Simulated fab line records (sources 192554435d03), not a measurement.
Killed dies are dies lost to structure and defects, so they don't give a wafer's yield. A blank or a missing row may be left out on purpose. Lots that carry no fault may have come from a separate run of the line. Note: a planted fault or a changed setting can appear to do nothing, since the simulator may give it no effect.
fab line records	flow n5-finfet
record: lots: 5	wafers: 15	last-day: 20
route steps=1938 shown BEOL_M14@1753 BEOL_M15@1773 PASSIVATION@1936
lots that met no fault: from a run of the same line without faults
start-h: start of the lot's first displayed wafer, in hours after the record's first day	wait-h: hours from the lot's prior step to this one	" the same as in the row above	L1.1+2: a single row standing in for several wafers	- value missing, or start not given	* or withheld: withheld	< > ~ a bound
route shown NAME@n: NAME is a module with steps in the file, n the number in the route of the first one	usual: the fault-free wafers' mean and standard deviation	same: alike in all rows	chamber/n: place in a boat	sites: the reading at each site	_std_site: standard deviation across them	_edge_site: the outer-site mean with the inner-site mean subtracted	radius-mm: for every site, how far away it sits from the centre of the wafer	mask NAME#n: copy n	behind: tool/chamber where the wafer was last shaped	hold: cause of the lot's hold/its duration in hours/its outcome	device: names the non-switching transistor (n, p or np)	end of line: at the end of the route, the tests of the same wafers	step lacking rows: just its recipe	killed: dies lost to structure and defects at the first sort, not the wafer's yield	map: per-die view of a wafer (x killed, . not killed, _ where there is no die)
set.NAME: setting as actually run; set.NAME@STEP: the setting as run at that earlier step	model.NAME: the simulator's own value behind a step, which no gauge read
lots at some steps of the route; a table a step, a row a wafer
services: when a tool's chamber went out of use (start-h, in hours from the record's first day, below 0 if earlier), for how many hours, and the reason
== steps ==
step: N5_BEOL_M14_TRENCH_ETCH_34
recipe: chemistry: C4F8/O2/Ar	target: SiO2	target-depth-a: 5566.5	mask-material: SOC	he-inner-torr: 15	he-outer-torr: 30	time-s: 126.9	ion-energy-ev: 800	pressure-mtorr: 20	source-w: 1905	bias-w: 2040	Ar_flow_sccm: 400	C4F8_flow_sccm: 16	O2_flow_sccm: 12
step: N5_BEOL_M14_STRIP_70
recipe: chemistry: C4F8/O2/Ar	resist: SiARC	rf-frequency-hz: 6e+07
step: N5_BEOL_M14_OCD_MEAS_35
usual: trench-depth-nm: 551/8.9
lot.wafer	tool	chamber	start-h	wait-h	trench-depth-nm
L744.3	ocd-02	-	307.26	0.0	542
L744.4	"	-	"	"	549
L744.5	"	-	"	"	549
L749.1	ocd-02	-	339.40	0.0	541
L749.3	"	-	"	"	547
L749.4	"	-	"	"	554
L750.2	ocd-01	-	345.27	0.0	548
L750.5	"	-	"	"	554
L750.6	"	-	"	"	549
L761.2	ocd-01	-	440.70	0.0	551
L761.3	"	-	"	"	561
L761.6	"	-	"	"	560
L762.2	ocd-02	-	452.97	0.0	551
L762.3	"	-	"	"	553
L762.5	"	-	"	"	550
step: N5_BEOL_M14_STRIP_37
recipe: chemistry: O2	power-w: 600	temp-c: 60	pressure-mtorr: 30	rf-frequency-hz: 6e+07	bias-power-w: 0	overash-fraction: 0.3	o2-flow-sccm: 225
step: N5_BEOL_M14_ETCH_38
recipe: chemistry: CF4/N2	target: SiCN	target-depth-a: 1065	taper-deg: 2	time-s: 120.6	ion-energy-ev: 150	mask-material: SiO2	pressure-mtorr: 40	source-w: 430	bias-w: 70	Ar_flow_sccm: 100	cf4-flow-sccm: 60	n2-flow-sccm: 60
step: N5_BEOL_M14_PRECLEAN_39
recipe: chemistry: residue-remover	time-s: 60	temp-c: 40
step: N5_BEOL_M14_SRD_40
recipe: time-s: 30	temp-c: 23	rinse-liquid: diw	dry: n2-spin	spin-rpm: 1500	dry-time-s: 30
step: N5_BEOL_M14_DEGAS_41
recipe: ambient: vacuum	temp-c: 300	time-s: 60
step: N5_BEOL_M14_PRE_CLEAN_42
recipe: gas: H2/He	time-s: 30	temp-c: 300
usual: heater-power-w: 438/48
lot.wafer	tool	chamber	start-h	wait-h	heater-power-w
L744.3	pvd-sputter-01	-	308.16	0.0	441
L744.4	"	-	"	"	425
L744.5	"	-	"	"	388
L749.1	pvd-sputter-01	-	340.81	0.0	443
L749.3	"	-	"	"	486
L749.4	"	-	"	"	401
L750.2	pvd-sputter-02	-	347.08	0.0	492
L750.5	"	-	"	"	396
L750.6	"	-	"	"	443
L761.2	pvd-sputter-02	-	445.39	0.0	447
L761.3	"	-	"	"	479
L761.6	"	-	"	"	435
L762.2	pvd-sputter-02	-	455.81	0.0	427
L762.3	"	-	"	"	498
L762.5	"	-	"	"	423
step: N5_BEOL_M14_SPUTTER_43
recipe: material: TaN	target-thk-a: 150	temp-c: 50	bias-v: 168.6	power-w: 15000	chamber-pressure-pa: 0.12	time-s: 24.19
step: N5_BEOL_M14_SPUTTER_44
recipe: material: Ta	target-thk-a: 150	temp-c: 50	bias-v: 80	power-w: 15000	chamber-pressure-pa: 0.07	time-s: 24.19
step: N5_BEOL_M14_SPUTTER_45
recipe: material: Cu	target-thk-a: 1000	temp-c: -20	bias-v: 60	power-w: 26000	chamber-pressure-pa: 0.13	time-s: 16.67
usual: chuck-sensor-temp-C: -16.2/0.53	throttle-valve-pct: 30.2/1.5
lot.wafer	tool	chamber	start-h	wait-h	chuck-sensor-temp-C	throttle-valve-pct
L744.3	pvd-sputter-01	-	308.36	0.0	-16.0	29.6
L744.4	"	-	"	"	-15.7	28.4
L744.5	"	-	"	"	-16.2	29.1
L749.1	pvd-sputter-01	-	341.01	0.0	-16.0	29.9
L749.3	"	-	"	"	-17.0	33.0
L749.4	"	-	"	"	-16.1	29.5
L750.2	pvd-sputter-02	-	347.28	0.0	-16.1	29.2
L750.5	"	-	"	"	-16.5	32.5
L750.6	"	-	"	"	-16.1	29.3
L761.2	pvd-sputter-02	-	445.59	0.0	-16.1	29.4
L761.3	"	-	"	"	-16.3	29.4
L761.6	"	-	"	"	-16.1	29.4
L762.2	pvd-sputter-02	-	456.01	0.0	-17.3	29.2
L762.3	"	-	"	"	-16.2	29.3
L762.5	"	-	"	"	-17.4	29.1
step: N5_BEOL_M14_ECD_47
recipe: material: Cu	target-thk-a: 12480
lot.wafer	tool	chamber	start-h	wait-h
L744.3+4+5	ecd-cu-02	0,1,1	308.53	0.1
L749.1+3+4	ecd-cu-01	1,1,0	341.12	0.1
L750.2+5+6	ecd-cu-01	1,0,1	347.40	0.1
L761.2+3+6	ecd-cu-02	1,0,0	445.71	0.1
L762.2+3+5	ecd-cu-01	0,1,1	456.13	0.1
step: N5_BEOL_M14_ANNEAL_48
recipe: temp-c: 225	time-s: 90	ambient: N2
usual: wafer_temp_C_max: 226.0/0.34
lot.wafer	tool	chamber	start-h	wait-h	wafer_temp_C_max
L744.3	rtp-anneal-01	0	308.82	0.2	225.5
L744.4	"	0	"	"	225.8
L744.5	"	0	"	"	225.4
L749.1	rtp-anneal-02	0	341.71	0.5	226.2
L749.3	"	0	"	"	226.1
L749.4	"	0	"	"	226.4
L750.2	rtp-anneal-02	0	347.95	0.5	226.1
L750.5	"	0	"	"	226.6
L750.6	"	0	"	"	226.4
L761.2	rtp-anneal-02	0	446.06	0.3	226.1
L761.3	"	0	"	"	227.0
L761.6	"	0	"	"	226.1
L762.2	rtp-anneal-02	0	456.41	0.2	226.1
L762.3	"	0	"	"	226.3
L762.5	"	0	"	"	226.1
step: N5_BEOL_M14_CMP_49
recipe: stop-on: SiO2	t-overpolish-s: 5.2	down-force-psi: 2	platen-rpm: 80	clearing-platen-down-force-psi: 2	clearing-platen-rpm: 80	post-cmp-clean: cu-alkaline	target-thk-nm: 560	clearing-platen-pad-velocity-m-s: 1.5917	pad-velocity-m-s: 1.5917
step: N5_BEOL_M14_THK_MEAS_50
recipe: thk-meas-gauge: xrf	reads: Cu_of_BEOL_M14_ECD_47
usual: M14_THK: 559/10
lot.wafer	tool	chamber	start-h	wait-h	M14_THK[nm]
L744.3	film-metro-02	-	309.87	-	559
L744.4	"	-	"	"	565
L744.5	"	-	"	"	565
L749.1	film-metro-02	-	342.30	-	552
L749.3	"	-	"	"	557
L749.4	"	-	"	"	565
L750.2	film-metro-02	-	348.85	-	552
L750.5	"	-	"	"	561
L750.6	"	-	"	"	555
L761.2	film-metro-01	-	446.61	-	550
L761.3	"	-	"	"	561
L761.6	"	-	"	"	557
L762.2	film-metro-01	-	456.95	-	556
L762.3	"	-	"	"	558
L762.5	"	-	"	"	555
step: N5_BEOL_M14_PRE_CLEAN_52
recipe: gas: NH3	time-s: 15	temp-c: withheld	rf-power-w: 300
step: N5_BEOL_M14_DEP_53
recipe: material: SiCN	target-thk-a: 500	temp-c: withheld	precursor: 3MS/NH3	pressure-torr: 3	rf-w: 675	time-s: 17.8
step: N5_BEOL_M14_RS_MEAS_54
recipe: thk-meas-gauge: four-point-probe	reads: Cu_of_BEOL_M14_ECD_47+Ta_of_BEOL_M14_SPUTTER_44+TaN_of_BEOL_M14_SPUTTER_43
usual: M14_RS: 0.0336/0.00056
lot.wafer	tool	chamber	start-h	wait-h	M14_RS[ohm/sq]
L744.3	film-metro-01	-	310.00	0.1	0.0341
L744.4	"	-	"	"	0.0336
L744.5	"	-	"	"	0.0337
L749.1	film-metro-02	-	342.43	0.0	0.0341
L749.3	"	-	"	"	0.0337
L749.4	"	-	"	"	0.0333
L750.2	film-metro-02	-	348.98	0.1	0.0336
L750.5	"	-	"	"	0.0332
L750.6	"	-	"	"	0.0336
L761.2	film-metro-01	-	446.74	0.1	0.0336
L761.3	"	-	"	"	0.0330
L761.6	"	-	"	"	0.0330
L762.2	film-metro-01	-	457.08	0.1	0.0335
L762.3	"	-	"	"	0.0335
L762.5	"	-	"	"	0.0337
step: N5_BEOL_M15_ILD_DEP_00
recipe: material: SiO2	target-thk-a: 16293	temp-c: 400	precursor: TEOS/O2	pressure-torr: 6.5	rf-w: 900	teos-flow-sccm: 161.4	gas: O2	flow-sccm: 2650	time-s: 346.1
step: N5_BEOL_M15_THK_MEAS_01
recipe: reads: SiO2_of_BEOL_M15_ILD_DEP_00
usual: M15_ILD_THK: 1638/21
lot.wafer	tool	chamber	start-h	wait-h	M15_ILD_THK[nm]
L744.3	film-metro-02	-	310.31	0.1	1643
L744.4	"	-	"	"	1655
L744.5	"	-	"	"	1672
L749.1	film-metro-02	-	342.85	0.2	1659
L749.3	"	-	"	"	1670
L749.4	"	-	"	"	1668
L750.2	film-metro-01	-	349.29	0.1	1656
L750.5	"	-	"	"	1669
L750.6	"	-	"	"	1656
L761.2	film-metro-01	-	447.05	0.1	1624
L761.3	"	-	"	"	1608
L761.6	"	-	"	"	1626
L762.2	film-metro-01	-	457.40	0.1	1615
L762.3	"	-	"	"	1606
L762.5	"	-	"	"	1643
step: N5_BEOL_M15_COAT_58
recipe: resist: BARC	temp-c: 205	time-s: 60	spin-rpm: 1500	resist-thk-nm: 89
step: N5_BEOL_M15_COAT_04
recipe: spin-rpm: 1704	resist-thk-nm: 800
step: N5_BEOL_M15_EBR_06
recipe: solvent: PGMEA	ebr-width-mm: 1.5
step: N5_BEOL_M15_SOFTBAKE_05
recipe: temp-c: 130	time-s: 60
step: N5_BEOL_M15_EXPOSE_07
recipe: mask-id: V14	na: 0.8	source-shape: annular	sigma-inner: 0.5	sigma-outer: 0.8	polarization: unpolarized	attpsm-phase-deg: 180	dose-mj: 41.25
step: N5_BEOL_M15_PEB_08
recipe: peb-temp-c: 130	peb-time-s: 90
step: N5_BEOL_M15_DEVELOP_09
recipe: develop-time-s: 45	rinse-liquid: diw	dry: air-spin	dev-temp-c: 21
step: N5_BEOL_M15_HARDBAKE_14
recipe: temp-c: 130	time-s: 120
step: N5_BEOL_M15_CD_MEAS_10
recipe: target-cd-nm: 360	landing-energy-ev: 500	detector: se-inlens	polarity: opening
usual: cd-nm: 360.3/1.2
lot.wafer	tool	chamber	start-h	wait-h	cd-nm
L744.3	cd-sem-01	0	310.62	-	361.5
L744.4	"	0	"	"	359.5
L744.5	"	0	"	"	359.8
L749.1	cd-sem-01	0	343.15	-	360.8
L749.3	"	0	"	"	362.6
L749.4	"	0	"	"	361.7
L750.2	cd-sem-03	0	349.59	-	361.0
L750.5	"	0	"	"	360.6
L750.6	"	0	"	"	362.4
L761.2	cd-sem-01	0	447.35	-	362.6
L761.3	"	0	"	"	363.1
L761.6	"	0	"	"	360.6
L762.2	cd-sem-02	0	457.82	-	360.0
L762.3	"	0	"	"	359.3
L762.5	"	0	"	"	359.2
step: N5_BEOL_M15_OVL_MEAS_11
recipe: points-per-wafer: 44
usual: V14_OVL: -1/5.6
lot.wafer	tool	chamber	start-h	wait-h	V14_OVL[nm]
L744.3	overlay-02	0	310.65	0.0	1
L744.4	"	0	"	"	5
L744.5	"	0	"	"	1
L749.1	overlay-02	0	343.18	0.0	-7
L749.3	"	0	"	"	0
L749.4	"	0	"	"	-3
L750.2	overlay-01	0	349.62	0.0	1
L750.5	"	0	"	"	7
L750.6	"	0	"	"	-7
L761.2	overlay-02	0	447.38	0.0	-5
L761.3	"	0	"	"	-2
L761.6	"	0	"	"	-3
L762.2	overlay-01	0	457.85	0.0	5
L762.3	"	0	"	"	-5
L762.5	"	0	"	"	-2
step: N5_BEOL_M15_DESCUM_15
recipe: chemistry: O2	time-s: 7.9	source-power-w: 50	bias-power-w: 20	pressure-mtorr: 20	rf-frequency-hz: 2.712e+07	temp-c: 40	o2-flow-sccm: 225
usual: drypump-motor-current-A: 5.5/0.46	oes-product-au: 0.79/0.097	rf-vpp-V: 244.0/1.2	showerhead-plenum-p-Torr: 2.14/0.055	throttle-valve-pct: 20.41/0.21
lot.wafer	tool	chamber	start-h	wait-h	drypump-motor-current-A	oes-product-au	rf-hours-counter-h	rf-vpp-V	showerhead-plenum-p-Torr	throttle-valve-pct
L744.3	rie-diel-04	0	311.02	0.4	6.1	0.91	31	243.4	2.14	20.46
L744.4	"	2	"	"	5.5	0.68	234	241.9	2.06	20.56
L744.5	"	1	"	"	6.1	0.94	-	245.4	2.23	20.18
L749.1	rie-diel-04	0	343.37	0.2	6.1	0.89	40	243.5	2.13	20.47
L749.3	"	2	"	"	5.5	0.68	244	243.0	2.05	20.56
L749.4	"	3	"	"	5.7	0.72	190	242.8	2.08	20.39
L750.2	rie-diel-01	2	349.68	0.0	5.0	0.72	202	243.1	2.09	20.70
L750.5	"	1	"	"	5.8	0.91	-	242.6	2.14	20.42
L750.6	"	0	"	"	5.5	0.71	-	245.0	2.17	20.34
L761.2	rie-diel-01	3	447.44	0.0	4.6	0.69	239	244.5	2.14	20.32
L761.3	"	0	"	"	5.5	0.69	225	243.8	2.16	20.37
L761.6	"	1	"	"	5.7	0.85	-	243.2	2.13	20.45
L762.2	rie-diel-02	1	457.91	0.0	5.1	0.70	234	243.2	2.16	20.35
L762.3	"	0	"	"	5.0	0.90	23	243.3	2.13	20.27
L762.5	"	1	"	"	5.0	0.70	-	243.7	2.16	20.34
step: N5_BEOL_M15_ETCH_59
recipe: chemistry: N2/H2	target: BARC	target-depth-a: 890	overetch-a: 267	time-s: 67.9	ion-energy-ev: 200	pressure-mtorr: 30	source-w: 840	bias-w: 150	n2-flow-sccm: 200	h2-flow-sccm: 200
step: N5_BEOL_M15_VIA_ETCH_16
recipe: chemistry: C4F8/O2/Ar	target: SiO2	he-inner-torr: 15	he-outer-torr: 30	target-depth-a: 17922	time-s: withheld	ion-energy-ev: 800	pressure-mtorr: 20	source-w: 1905	bias-w: 2040	Ar_flow_sccm: 400	C4F8_flow_sccm: 16	O2_flow_sccm: 12	ends: cleared
step: N5_BEOL_M15_STRIP_63
recipe: chemistry: O2	power-w: 600	temp-c: 60	pressure-mtorr: 30	rf-frequency-hz: 6e+07	bias-power-w: 0	overash-fraction: 0.3	o2-flow-sccm: 225
usual: drypump-motor-current-A: 5.5/0.46	oes-product-au: 0.79/0.096	rf-vpp-V: 3.6/0.77	showerhead-plenum-p-Torr: 2.15/0.055	throttle-valve-pct: 16.66/0.2
lot.wafer	tool	chamber	start-h	wait-h	drypump-motor-current-A	oes-product-au	rf-hours-counter-h	rf-vpp-V	showerhead-plenum-p-Torr	throttle-valve-pct
L744.3	rie-diel-04	0	-	-	6.1	0.92	31	3.6	2.14	16.64
L744.4	"	2	"	"	5.5	0.69	234	3.7	2.06	16.84
L744.5	"	1	"	"	6.1	0.94	-	4.4	2.23	16.39
L749.1	rie-diel-04	0	-	-	6.1	0.89	40	4.9	2.14	16.65
L749.3	"	2	"	"	5.5	0.68	244	3.5	2.06	16.80
L749.4	"	3	"	"	5.7	0.72	190	3.7	2.09	16.66
L750.2	rie-diel-01	2	-	-	5.0	0.71	202	3.3	2.09	16.95
L750.5	"	1	"	"	5.7	0.90	-	4.1	2.14	16.61
L750.6	"	0	"	"	5.5	0.71	-	3.3	2.17	16.57
L761.2	rie-diel-01	3	-	-	4.6	0.69	239	2.6	2.15	16.66
L761.3	"	0	"	"	5.5	0.69	225	3.2	2.16	16.63
L761.6	"	1	"	"	5.8	0.86	-	4.2	2.13	16.67
L762.2	rie-diel-02	1	-	-	5.0	0.70	235	5.0	2.16	16.65
L762.3	"	0	"	"	5.0	0.90	23	3.6	2.14	16.52
L762.5	"	1	"	"	5.0	0.70	-	3.1	2.16	16.62
step: N5_BEOL_M15_STRIP_64
recipe: chemistry: O2	power-w: 600	temp-c: 60	pressure-mtorr: 30	rf-frequency-hz: 6e+07	bias-power-w: 0	overash-fraction: 0.3	o2-flow-sccm: 225
step: N5_BEOL_M15_STRIP_65
recipe: chemistry: post-etch-residue-remover	time-s: 60	temp-c: 25	remover-ph: withheld	remover-water-wt-pct: withheld	remover-fluoride-wt-pct: withheld
step: N5_BEOL_M15_SRD_66
recipe: time-s: 30	temp-c: 23	rinse-liquid: diw	dry: n2-spin	spin-rpm: 1500	dry-time-s: 30
step: N5_BEOL_M15_CD_MEAS_17
recipe: target-cd-nm: 360	polarity: opening
usual: cd-nm: 361.6/1.4
lot.wafer	tool	chamber	start-h	wait-h	cd-nm
L744.3	cd-sem-03	-	311.52	0.0	362.7
L744.4	"	-	"	"	362.4
L744.5	"	-	"	"	362.3
L749.1	cd-sem-01	-	343.92	0.0	363.0
L749.3	"	-	"	"	364.9
L749.4	"	-	"	"	364.3
L750.2	cd-sem-03	-	350.18	0.0	361.4
L750.5	"	-	"	"	362.5
L750.6	"	-	"	"	363.2
L761.2	cd-sem-03	-	447.94	0.0	363.5
L761.3	"	-	"	"	362.6
L761.6	"	-	"	"	362.6
L762.2	cd-sem-03	-	458.41	0.0	361.8
L762.3	"	-	"	"	360.1
L762.5	"	-	"	"	361.4
step: N5_BEOL_M15_COAT_56
recipe: resist: SOC	temp-c: 250	time-s: 60	spin-rpm: 1500	resist-thk-nm: 550
step: N5_PASSIVATION_PROBE_49
usual: defect-limited-yield: 90.9/1.3	killed_at_M0_to_M3: 36/11	killed_at_M4_up: 13/5.1	killed-at-contacts: 14/4.9	killed-at-front-end: 41/10	killed-at-other: 3.4/2.6	killed-dies: 107/16	killed-on-rim: 14/4	killed-open: 70/11	killed-short: 36/7.8	sort_bin_5_function: 5.4/0.84	sort_bin_6_memory: 3.4/0.67	sort-n-pass: 1073/16	sort-yield-pct: 90.9/1.3
same: gross-dies: 1180	killed-at-back-side: 0	sort_bin_4_leakage[%]: 0	sort_bin_8_speed[%]: 0
lot.wafer	tool	chamber	start-h	wait-h	defect-limited-yield[%]	killed_at_M0_to_M3	killed_at_M4_up	killed-at-contacts	killed-at-front-end	killed-at-other	killed-dies	killed-on-rim	killed-open	killed-short	sort_bin_5_function[%]	sort_bin_6_memory[%]	sort-n-pass	sort-yield-pct[%]
L750.2	prober-02	-	369.17	0.1	36.4	20	676	9	45	0	750	97	51	26	38.5	18.6	430	36.4
L750.5	prober-02	-	369.32	0.2	89.3	38	15	20	46	7	126	19	87	36	5.8	4.7	1054	89.3
L750.6	prober-02	-	369.37	0.3	36.7	10	696	11	28	2	747	101	35	21	42.8	16.0	433	36.7
killed by level:class
L750.2 BEOL_M14:unspecified=673 FIN_SAQP:geometric-particle:open=17 FIN_SAQP:geometric-particle:short=12 MOL_CONTACT_COAG:geometric-particle:open=8 GATE_CUT:geometric-particle:short=5 BEOL_M0_SAQP:geometric-particle:open=4 BEOL_M2:geometric-particle:open=4 STI_FIN_REVEAL:geometric-particle:open=3
L750.5 FIN_SAQP:geometric-particle:open=18 MOL_CONTACT_COAG:geometric-particle:open=17 BEOL_M0_SAQP:geometric-particle:short=11 FIN_SAQP:geometric-particle:short=10 BEOL_M0_SAQP:geometric-particle:open=9 BEOL_M1:geometric-particle:open=7 BEOL_M4:geometric-particle:open=7 BEOL_M0:geometric-particle:open=5
L750.6 BEOL_M14:unspecified=691 MOL_CONTACT_COAG:geometric-particle:open=11 FIN_SAQP:geometric-particle:short=9 FIN_SAQP:geometric-particle:open=7 STI_FIN_REVEAL:geometric-particle:open=4 BEOL_M2:geometric-particle:open=3 BEOL_M0_SAQP:geometric-particle:short=2 BEOL_M0_SAQP:geometric-particle:open=2
map L750.2 (x killed, . not)
_________________xxx.xxx.xx.x________________
______________.xxxx..xxxx.xxxxx._____________
___________x.x.xxx.xx.xxx.xxx....xx__________
__________.xx.x.x.xx..xx.x..xx.xxx.x_________
________xxx.xx.x.x.....xxxxx.xxxx.xxx._______
_______.x.xxxxxxxxxxxxx.x...x...x.xxxxx______
______.x.x..xxxxxxxxxxx...xxxxx..xxxx.x._____
_____x.xxxxxxx.x.xxxx.x.x.x..xxxxxxxxxxxx____
____x.x.xxxxxxx.xxxxxxxxx..xxxxxxx.xxxx...___
___.x.xxxxxxxxxxxxx..xx.xxx.x.xx.xxxxxx.xx.__
___..xxx.xxx...xxxx.xxx..x.xx.x...x.x...xx.__
__..xx.......xxx.xxx.xx.xxx..xx.x.x.x..xxxxx_
__.......x...xxxxxx.x.x.xx..xx.xx..x.x.xxxxx_
_.xx.xx...xxx..xxxx..xxx.x..xx..xx.....x...xx
_x..xx.x......xxxxxxx.xx.x.x.....xx..xx.xx.xx
_xxx..xxxxxx..xxxxx.xx..xxxx..xx..xx.x.xxx.x.
_xxx.xx..xxxxxx...xx..xx.xxxx.xxxx.xx.xx.xx..
_x...x..xx......x.xx.xx.x.xx.xx....xxxx..xxxx
_.x.x..xx.xx.x..xx.....xxxx.x.x.xx.xxx....xx.
_x.xx.xxx.xxxxxxxxxxxxxx.xxxxx..x.x.xxxxx....
_.x.x.xxx.xxxxxxxx..x...xxxxxxxx.xx.x...xxxx.
__..xxxx..xx.xx..x.x..xx.xxxx....xxx.x.x.xx._
__xxxx.xxxxxxxxx.x.xx.x.x..x.x...xxxxx.xxx.x_
___x.xxx.xxxxxxx.x.xxxxxxxxxx.xx.x...xx..xx__
___.xxx.xx..x.xx.xx....x..xxx..xx.xx.x.x.xx__
____xx.xx.xx.xx..xxx.x.x...xxxxx.xx..x.x..___
_____xxxxxxx..xxxxxxxx.x.x..xxxxxxx.xxxxx____
______xxxxxxxx.xxx.x..x.x.xxxxxx.x..xxxx_____
_______x.xx.xx.x.xxx.x...x.xxxx.x..x.x.______
________xxx.xx.xxx.xx.xxx..xxxxxx.xxxx_______
__________xx.xx..xxxx.xx.xxx.xxxxxxx_________
___________...xx...xx.x.xxxxxxx.x..__________
______________...xx.x.xxx.xx.xx._____________
_________________xxxxxxxxx..x________________
map L762.5 (x killed, . not)
_________________..x.........________________
______________.....x.x.........._____________
___________...........xx.......xx..__________
__________.x........x.x......x......_________
________..x.x.x................xx...x._______
_______............x..xx....x...x......______
______...................x..x.x...x.x..._____
_____...........x.....x...............x..____
____............x...x...............x....x___
___x....x...x.............x.....x......xx..__
___.......x.........x..x...................__
__........x............x....x..............._
__.....x.x...............x...x...x.........._
_.x.......x...x.........x.....x..x.......xx..
_............x..........x....x.......x.x.....
_......x..........x.x.x............x.........
_..x.x.........x.xx.......x..xx.xx...........
_x...xx.............x.......................x
_....x...xx.....................x............
_xx...x.........x.......x.............x.....x
_....x.xx.x..x..xx.........x.......x.......x.
__x.x..x.x.......x...x.......x..x........x.._
__....x.......x......x.....................x_
___................x.......................__
___.......x...............xx..x.x....x..x.x__
____..........x.....x...x.................___
_____....................................____
______....................x.........x..._____
_______........x......xxx..............______
________...x.xx.........xx.x....x....x_______
__________............x.x....x......_________
___________x.x..........x..x.......__________
______________..x...x..........x_____________
_________________............________________
== services ==
tool	chamber	start-h	hours	kind
rie-diel-01	1	291.76	3.0	repair
rie-diel-02	2	294.86	20.4	repair
rie-diel-01	3	342.61	28.4	repair
rie-diel-01	-	343.93	0.2	repair
rie-diel-02	3	351.99	7.2	repair
rie-diel-02	0	359.19	-	clean
rie-diel-02	0	359.19	-	consumable-replace:focus-ring
rie-diel-02	0	359.19	22.7	scheduled-down
rie-diel-02	0	359.19	22.7	vent-cycle
rie-diel-04	2	369.75	-	clean
rie-diel-04	2	369.75	-	consumable-replace:focus-ring
rie-diel-04	2	369.75	20.7	scheduled-down
rie-diel-04	2	369.75	20.7	vent-cycle
rie-diel-01	-	383.87	4.3	pm
rie-diel-04	2	404.85	1.6	repair
rie-diel-02	2	407.57	1.4	repair
ecd-cu-02	-	407.58	0.5	repair
rtp-anneal-01	-	409.94	3.4	pm
rie-diel-01	-	413.97	2.1	repair
rie-diel-04	-	436.28	2.6	repair
pvd-sputter-02	-	446.64	2.0	repair
== key ==
first-sign: step: N5_PASSIVATION_PROBE_49	reading: killed_at_M4_up	direction: up	sigmas: 99+	usual: 13	struck: 686
effect: step: N5_PASSIVATION_PROBE_49	reading: defect-limited-yield	direction: down	sigmas: 41	usual: 90.9	struck: 36.6
more-kills-born-at: N5_BEOL_M14_ECD_47@ecd-cu-01: 1364
met-at N5_BEOL_M14_ECD_47
struck-wafers L750.2,L750.6
onset-between 341.12 347.40
fault: kind: chamber-particle-source	tool: ecd-cu-01	chamber: 1	onset-h: 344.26	steps: N5_BEOL_M14_ECD_47	rate-per-visit-cm2: 1.7143	end-h: 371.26
